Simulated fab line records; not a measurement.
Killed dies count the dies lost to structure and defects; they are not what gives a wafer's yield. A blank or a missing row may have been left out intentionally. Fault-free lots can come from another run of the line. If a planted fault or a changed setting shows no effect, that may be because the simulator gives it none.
Matching of chambers :: flow n5_finfet :: N5_DUMMY_GATE_ALD_02 on ald_sin-04: 4 sister chambers
The step deposits SiO2, target thk 2 nm, pulse time 1 s. 4 wafers are shown with their chamber, then 9 later ones without.

EACH WAFER AND ITS CHAMBER
wafer: L085.6
chamber: 3
heater_power_w (W): 501

wafer: L087.2
chamber: 0
heater_power_w (W): 491

wafer: L087.5
chamber: 1
heater_power_w (W): 615

wafer: L087.6
chamber: 2
heater_power_w (W): 386

WAFERS WITH NO CHAMBER GIVEN
wafer: L094.1
heater_power_w (W): 385

wafer: L094.5
heater_power_w (W): 494

wafer: L094.6
heater_power_w (W): 495

wafer: L095.2
heater_power_w (W): 489

wafer: L095.3
heater_power_w (W): 619

wafer: L095.5
heater_power_w (W): 382

wafer: L096.1
heater_power_w (W): 620

wafer: L096.2
heater_power_w (W): 378

wafer: L096.5
heater_power_w (W): 500

WHICH CHAMBER EACH WENT THROUGH
wafer: L094.1
from the rows above: 2
in truth: 2

wafer: L094.5
from the rows above: can't be placed: 0 or 3
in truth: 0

wafer: L094.6
from the rows above: can't be placed: 0 or 3
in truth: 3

wafer: L095.2
from the rows above: 0
in truth: 0

wafer: L095.3
from the rows above: 1
in truth: 1

wafer: L095.5
from the rows above: 2
in truth: 2

wafer: L096.1
from the rows above: 1
in truth: 1

wafer: L096.2
from the rows above: 2
in truth: 2

wafer: L096.5
from the rows above: can't be placed: 3 or 0
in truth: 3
Placed correctly: 6 of 9. Cannot be placed on the basis of these rows: 3; the candidates contain the true chamber in 3. Number placed wrongly: 0.
How it was worked out, from the rows above alone: a wafer's distance from a chamber is the root of the sum, over the readings, of the square of ((its reading less the chamber's mean) divided by the reading's scatter). If the next closest chamber is less than 2 further off than the closest, the wafer can't be placed; otherwise it belongs to the closest. A chamber's mean is the mean of its shown wafers. The scatter: with one shown wafer a chamber, the root of the mean of the squares of how far each hidden wafer lies from its nearest shown one.
